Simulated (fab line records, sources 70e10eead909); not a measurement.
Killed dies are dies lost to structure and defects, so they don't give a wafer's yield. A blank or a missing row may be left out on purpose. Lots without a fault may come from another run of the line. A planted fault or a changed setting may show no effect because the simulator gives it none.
Which tool did it? | flow nand_harc | 11 lots, 33 wafers sampled, at 6 steps of a route of 1159

WHAT THE GAUGES READ, wafer by wafer
NHARC_A_CHANNEL_HOLE_D1_INSPECT_40.
lot  | measured     | on                | raw_defect_count
L830 | day 9 06:58  | defect_inspect-02 | 22 40 48
L831 | day 9 07:13  | defect_inspect-01 | 79 77 84
L834 | day 9 14:34  | defect_inspect-02 | 46 79 46
L835 | day 9 15:17  | defect_inspect-02 | 40 55 50
L836 | day 9 21:09  | defect_inspect-02 | 62 42 70
L839 | day 11 00:44 | defect_inspect-01 | 66 55 66
L840 | day 11 01:43 | defect_inspect-02 | 31 39 45
L842 | day 11 19:11 | defect_inspect-02 | 43 49 35
L849 | day 13 07:07 | defect_inspect-01 | 671 618 637
L848 | day 13 07:53 | defect_inspect-01 | 64 64 80
L847 | day 13 10:49 | defect_inspect-01 | 637 647 662

NHARC_END_SORT_01.
lot  | measured     | on        | killed_at_array | killed_at_other | killed_at_periphery | killed_dies | killed_open | killed_short
L849 | day 24 06:12 | prober-02 | 112 115 127     | 0 0 0           | 7 5 3               | 119 120 130 | 3 1 3       | 2 1 1
L847 | day 24 00:53 | prober-01 | 103 70 132      | 2 0 1           | 5 11 5              | 110 81 138  | 4 4 6       | 1 4 0

WHICH TOOL RAN EACH LOT (tool, then ch and the chambers of the sampled wafers, then the start)
lot  | NHARC_A_CHANNEL_HOLE_D1_ETCH_22  | NHARC_A_CHANNEL_HOLE_D1_ETCH_44    | NHARC_A_CHANNEL_HOLE_D1_STRIP_27              | NHARC_A_CHANNEL_FILL_D1_ALD_14
L830 | har_etch-02 ch 0,1, day 9 02:13  | rie_diel-01 ch 0,1,3, day 9 05:58  | rie_diel-01 ch 1,2,3, day 9 06:58 or earlier  | ald_hk-02 ch 1,2,3, day 9 14:13
L831 | har_etch-01 ch 0,1, day 9 02:22  | rie_diel-08 ch 0,3, day 9 06:14    | rie_diel-08 ch 1,2, day 9 07:13 or earlier    | ald_hk-02 ch 0,3, day 9 14:29
L834 | har_etch-01 ch 0,1, day 9 09:44  | rie_diel-07 ch 1,2,3, day 9 13:36  | rie_diel-07 ch 0,1,3, day 9 14:34 or earlier  | ald_hk-04 ch 1,2, day 9 21:52
L835 | har_etch-02 ch 0,1, day 9 10:32  | rie_diel-01 ch 1,2, day 9 14:18    | rie_diel-01 ch 0,1,3, day 9 15:17 or earlier  | ald_hk-02 ch 0,2,3, day 9 21:53
L836 | har_etch-01 ch 0,1, day 9 16:36  | rie_diel-08 ch 1,2,3, day 9 20:11  | rie_diel-08 ch 0,1,3, day 9 21:09 or earlier  | ald_hk-02 ch 1,2,3, day 10 06:58
L839 | har_etch-01 ch 0,1, day 10 19:52 | rie_diel-01 ch 0,2,3, day 10 23:39 | rie_diel-01 ch 0,3, day 11 00:44 or earlier   | ald_hk-02 ch 1,2, day 11 11:47
L840 | har_etch-02 ch 0,1, day 10 20:57 | rie_diel-08 ch 1,3, day 11 00:42   | rie_diel-08 ch 0,1,2, day 11 01:43 or earlier | ald_hk-01 ch 0,1,3, day 11 11:52
L842 | har_etch-02 ch 0,1, day 11 14:23 | rie_diel-07 ch 1,2,3, day 11 18:13 | rie_diel-07 ch 0,1,2, day 11 19:11 or earlier | ald_hk-01 ch 0,2,3, day 12 02:27
L849 | har_etch-01 ch 1, day 13 01:49   | rie_diel-01 ch 0,2, day 13 06:08   | rie_diel-01 ch 1,2,3, day 13 07:07 or earlier | ald_hk-02 ch 0,2,3, day 13 14:22
L848 | har_etch-02 ch 0,1, day 13 03:05 | rie_diel-08 ch 0,3, day 13 06:55   | rie_diel-08 ch 0,1,3, day 13 07:53 or earlier | ald_hk-02 ch 1,2, day 13 14:32
L847 | har_etch-01 ch 0,1, day 13 06:08 | rie_diel-01 ch 0,1,3, day 13 09:50 | rie_diel-01 ch 0,2,3, day 13 10:49 or earlier | ald_hk-02 ch 0,1,3, day 13 18:10
- NHARC_A_CHANNEL_HOLE_D1_ETCH_22: etches the open film in C4F8/O2/Ar, time 666.7 s, target depth 1600 nm.
- NHARC_A_CHANNEL_HOLE_D1_ETCH_44: etches the open film in CF4/O2, target depth 140 nm, overetch 14 nm, time 77 s.
- NHARC_A_CHANNEL_HOLE_D1_STRIP_27: strips in O2.
- NHARC_A_CHANNEL_FILL_D1_ALD_14: deposits SiO2, target thk 2.5 nm, pulse time 10 s, ald cycles 25.

WHAT THE TOOLS THEMSELVES READ (means of the sampled wafers that have a number; where no wafer has one, the mark that the record gives instead)
NHARC_A_CHANNEL_HOLE_D1_ETCH_22.
lot  | tool        | c4f8_flow_sccm (sccm) | drypump_motor_current_A (A) | showerhead_plenum_p_Torr (Torr) | throttle_valve_pct (%)
L830 | har_etch-02 | 89.44                 | 6.0                         | 3.70                            | 32.152
L831 | har_etch-01 | 89.25                 | 5.7                         | 3.68                            | 32.146
L834 | har_etch-01 | 89.23                 | 5.6                         | 3.75                            | 32.154
L835 | har_etch-02 | 89.60                 | 6.0                         | 3.69                            | 32.156
L836 | har_etch-01 | 89.12                 | 5.6                         | 3.67                            | 32.152
L839 | har_etch-01 | 89.32                 | 5.6                         | 3.75                            | 32.165
L840 | har_etch-02 | 89.28                 | 5.7                         | 3.77                            | 32.157
L842 | har_etch-02 | 89.62                 | 6.0                         | 3.68                            | 32.153
L849 | har_etch-01 | 89.34                 | 5.6                         | 3.58                            | 32.155
L848 | har_etch-02 | 89.29                 | 5.7                         | 3.76                            | 32.159
L847 | har_etch-01 | 89.42                 | 5.6                         | 3.73                            | 32.156

NHARC_A_CHANNEL_HOLE_D1_ETCH_44.
lot  | tool        | drypump_motor_current_A (A) | oes_o_777_au (a.u.) | oes_product_au (a.u.) | rf_vpp_V (V) | showerhead_plenum_p_Torr (Torr) | throttle_valve_pct (%)
L830 | rie_diel-01 | 5.9                         | 1.000               | 0.996                 | 198.5        | 1.35                            | 13.393
L831 | rie_diel-08 | 6.0                         | 0.997               | 0.989                 | 198.5        | 1.38                            | 13.403
L834 | rie_diel-07 | 5.7                         | 0.998               | 0.995                 | 198.6        | 1.38                            | 13.403
L835 | rie_diel-01 | 6.0                         | 0.993               | 0.992                 | 198.1        | 1.40                            | 13.407
L836 | rie_diel-08 | 5.8                         | 1.000               | 0.994                 | 198.0        | 1.38                            | 13.394
L839 | rie_diel-01 | 5.9                         | 1.003               | 0.995                 | 197.9        | 1.34                            | 13.397
L840 | rie_diel-08 | 6.1                         | 1.000               | 0.997                 | 198.5        | 1.37                            | 13.397
L842 | rie_diel-07 | 5.7                         | 1.003               | 1.005                 | 198.8        | 1.37                            | 13.396
L849 | rie_diel-01 | 6.1                         | 0.999               | 0.990                 | 196.8        | 1.30                            | 13.394
L848 | rie_diel-08 | 5.7                         | 0.997               | 0.989                 | 200.0        | 1.40                            | 13.395
L847 | rie_diel-01 | 5.9                         | 1.000               | 0.998                 | 197.9        | 1.35                            | 13.391

NHARC_A_CHANNEL_HOLE_D1_STRIP_27.
lot  | tool        | drypump_motor_current_A (A) | oes_product_au (a.u.) | rf_vpp_V (V) | showerhead_plenum_p_Torr (Torr) | throttle_valve_pct (%)
L830 | rie_diel-01 | 5.9                         | 0.997                 | 58.4         | 3.67                            | 17.040
L831 | rie_diel-08 | 5.5                         | 1.003                 | 57.4         | 3.64                            | 17.042
L834 | rie_diel-07 | 5.7                         | 0.998                 | 58.8         | 3.62                            | 17.030
L835 | rie_diel-01 | 6.0                         | 0.999                 | 58.6         | 3.56                            | 17.049
L836 | rie_diel-08 | 5.8                         | 0.990                 | 58.6         | 3.67                            | 17.035
L839 | rie_diel-01 | 5.8                         | 0.993                 | 58.1         | 3.51                            | 17.038
L840 | rie_diel-08 | 5.5                         | 1.000                 | 57.8         | 3.68                            | 17.033
L842 | rie_diel-07 | 5.4                         | 1.001                 | 57.9         | 3.65                            | 17.038
L849 | rie_diel-01 | 5.9                         | 0.998                 | 57.7         | 3.66                            | 17.029
L848 | rie_diel-08 | 5.8                         | 0.996                 | 58.3         | 3.67                            | 17.034
L847 | rie_diel-01 | 5.9                         | 1.003                 | 57.5         | 3.53                            | 17.036

NHARC_A_CHANNEL_FILL_D1_ALD_14.
lot  | tool      | heater_power_w (W) | precursor_pulse_height_rel
L830 | ald_hk-02 | 466                | 0.990
L831 | ald_hk-02 | 466                | 1.017
L834 | ald_hk-04 | 443                | 1.010
L835 | ald_hk-02 | 480                | 1.000
L836 | ald_hk-02 | 469                | 1.020
L839 | ald_hk-02 | 494                | 0.991
L840 | ald_hk-01 | 483                | 1.021
L842 | ald_hk-01 | 483                | 0.995
L849 | ald_hk-02 | 484                | 0.999
L848 | ald_hk-02 | 460                | 0.999
L847 | ald_hk-02 | 446                | 0.997

THE ANSWER, worked out from the rows above alone
Rule: what is usual is taken from the lots themselves. Put in order of their means at a reading, lots are off if they are a third of the lots or fewer, leave a main group of 4 or more, and stand apart from it by a gap of 3 or more times the standard deviation of the main group's means; of several such gaps the widest counts. A main group whose means are all the same, to the digits that the tables above print for the reading, isn't used. A lot without any number at a reading at which 4 lots or more have one is off too. The other lots that the step has rows for count as sound. The gauges are gone through in route order, then the tools' own readings, and for those a lot's mean is taken as printed above. The first step at which some lot is off is used, and at that step the reading that is off furthest; a lot without a number counts as furthest.
Off: L849, L847, at NHARC_A_CHANNEL_HOLE_D1_INSPECT_40 (raw_defect_count). The main group: mean 55, standard deviation 14.
A tool fits if, at a process step before that reading, it ran every lot that is off, and no sound lot after the first of them. The gauges at NHARC_A_CHANNEL_HOLE_D1_INSPECT_40 are tried like those tools. NHARC_A_CHANNEL_HOLE_D1_STRIP_27 gives no start for some lots, so the hours and the order of its lots are those of NHARC_A_CHANNEL_HOLE_D1_INSPECT_40. Can't be told from this: 2 tools fit, har_etch-01 at NHARC_A_CHANNEL_HOLE_D1_ETCH_22, rie_diel-01 at NHARC_A_CHANNEL_HOLE_D1_ETCH_44 and NHARC_A_CHANNEL_HOLE_D1_STRIP_27.

WHAT THE SIMULATOR HAD PUT IN
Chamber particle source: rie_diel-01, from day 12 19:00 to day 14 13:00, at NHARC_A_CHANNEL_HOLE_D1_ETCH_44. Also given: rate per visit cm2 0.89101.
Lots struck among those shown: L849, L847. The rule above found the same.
